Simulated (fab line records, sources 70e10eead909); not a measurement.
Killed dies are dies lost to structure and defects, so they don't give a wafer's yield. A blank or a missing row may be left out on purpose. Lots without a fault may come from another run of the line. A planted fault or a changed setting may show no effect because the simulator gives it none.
Chamber matching | flow nand_harc | NHARC_A_CHANNEL_FILL_D1_ALD_25 on ald_hk-04: 4 sister chambers
The step deposits SiOx, target thk 60 nm, pulse time 10 s, ald cycles 600. 4 wafers are shown with their chamber, then 7 later ones without.

WAFERS WITH THEIR CHAMBER
wafer  | chamber | heater_power_w (W)
L083.2 | 0       | 531
L083.5 | 2       | 400
L090.1 | 1       | 480
L090.5 | 3       | 447

WAFERS WITHOUT THEIR CHAMBER
wafer  | heater_power_w (W)
L090.6 | 537
L093.1 | 410
L093.3 | 524
L093.4 | 481
L094.4 | 495
L094.2 | 458
L094.6 | 547

WHICH CHAMBER EACH WENT THROUGH
wafer  | from the rows above     | in truth
L090.6 | 0                       | 0
L093.1 | 2                       | 2
L093.3 | 0                       | 0
L093.4 | 1                       | 1
L094.4 | can't be placed: 1 or 0 | 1
L094.2 | can't be placed: 3 or 1 | 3
L094.6 | 0                       | 0
Placed correctly: 5 of 7. Can't be placed from these rows: 2 (the true chamber is among the candidates in 2). Placed wrongly: 0.
How it was worked out, from the rows above alone: a wafer's distance from a chamber is the root of the sum, over the readings, of the square of ((its reading less the chamber's mean) divided by the reading's scatter). The wafer belongs to the nearest chamber; if the next one is less than 2 further off, it can't be placed. A chamber's mean is the mean of its shown wafers. The scatter: with one shown wafer a chamber, the root of the mean of the squares of how far each hidden wafer lies from its nearest shown one.
